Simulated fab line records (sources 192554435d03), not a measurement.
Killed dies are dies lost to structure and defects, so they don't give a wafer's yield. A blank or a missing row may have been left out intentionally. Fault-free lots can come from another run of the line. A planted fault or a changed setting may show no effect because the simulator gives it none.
Comparing a struck lot with a sound one || flow n5 finfet || 13 steps out of a route of 1938
Sound: these wafers, L701.2, L701.4, L701.6. Struck: wafers L707.4, L707.5 (left out: L707.2, a lot-mate that was not struck); the cause follows at the end.
Per side, at each step with rows, come the tool, then ch with its chambers, and then its first start. Under that, the readings that differ: sound wafers || struck wafers || difference of the means || sigmas: that difference in standard deviations of wafers without a fault.
alike: a reading whose means differ by less than 2 such deviations, as well as words and numbers matching on both sides. not compared: withheld readings; readings where some wafer has no value; bounds like >300 that might hide an equal value; numbers whose values overlap and for which the record gives no deviation.
The two part at a step that has a row with sigmas, a row that says differs or no value, or rows on one side only. Non-overlapping numbers with no deviation appear without sigmas and do not part them. A reading missing from all wafers of one side parts the sides only when that side holds two or more wafers.

N5_BEOL_M15_ETCH_61: etches BARC in N2/H2, target depth 89 nm, overetch 26.7 nm, time 67.9 s.
  sound on rie diel-05 ch 1,2, day 13 19:49; struck on rie diel-02 ch 2, day 15 00:28
{"reading": "rf vpp V (V)", "sound": "526.5 529.7 528.8", "struck": "522.7 522.5", "difference": -5.7, "sigmas": -2}
{"reading": "showerhead plenum p Torr (Torr)", "sound": "2.61 2.72 2.72", "struck": "2.52 2.52", "difference": -0.16, "sigmas": -2}
  alike: drypump motor current A, oes product au, throttle valve pct
  not compared: rf hours counter h
then, 2 steps without rows for these wafers: N5_BEOL_M15_TRENCH_ETCH_34 (etches SiO2 in C4F8/O2/Ar, target depth 872.93 nm, time 199 s); N5_BEOL_M15_STRIP_36 (strips in O2).
N5_BEOL_M15_STRIP_62: strips in O2.
  sound on rie diel-02 ch 0,3; struck on rie diel-02 ch 1,2
  alike: drypump motor current A, o2 flow sccm, oes product au, rf vpp V, showerhead plenum p Torr, throttle valve pct
  not compared: rf hours counter h
N5_BEOL_M15_STRIP_37: strips in O2.
  sound on rie diel-02 ch 0,3; struck on rie diel-02 ch 1,2
  alike: drypump motor current A, o2 flow sccm, oes product au, rf vpp V, showerhead plenum p Torr, throttle valve pct
  not compared: rf hours counter h
then, 4 steps without rows for these wafers: N5_BEOL_M15_ETCH_38 (etches SiCN in CF4/N2, target depth 106.4 nm, time 120.5 s); N5_BEOL_M15_PRECLEAN_39 (cleans in residue remover, time 60 s); N5_BEOL_M15_SRD_40 (time 30 s, dry time 30 s); N5_BEOL_M15_DEGAS_41 (time 60 s).
N5_BEOL_M15_PRE_CLEAN_42: time 30 s.
  struck on pvd sputter-03, day 15 01:12; sound on pvd sputter-03, day 13 21:31
  alike: heater power w
then, 1 step without rows for these wafers: N5_BEOL_M15_SPUTTER_43 (material TaN, target thk 15 nm, time 24.19 s).
N5_BEOL_M15_SPUTTER_44: material Ta, target thk 15 nm, time 24.19 s.
  struck on pvd sputter-03, day 15 01:19; sound on pvd sputter-03, day 13 21:38
{"reading": "model.Ta_of_BEOL_M15_SPUTTER_44.thk nm (nm)", "sound": "15 15.2 15", "struck": "17 16.8", "difference": "+2", "sigmas": ""}
  alike: cathode dc power W, throttle valve pct
N5_BEOL_M15_SPUTTER_45: material Cu, target thk 100 nm, time 16.67 s.
  struck on pvd sputter-03, day 15 01:24; sound on pvd sputter-03, day 13 21:43
  alike: cathode dc power W, throttle valve pct

## WHERE THEY PART
Only at N5_BEOL_M15_ETCH_61, as far as this record shows. Later steps at which nothing parts them and some readings are alike: N5_BEOL_M15_STRIP_62, N5_BEOL_M15_STRIP_37, N5_BEOL_M15_PRE_CLEAN_42, N5_BEOL_M15_SPUTTER_44, N5_BEOL_M15_SPUTTER_45.

WHY: what had been put in by the simulator
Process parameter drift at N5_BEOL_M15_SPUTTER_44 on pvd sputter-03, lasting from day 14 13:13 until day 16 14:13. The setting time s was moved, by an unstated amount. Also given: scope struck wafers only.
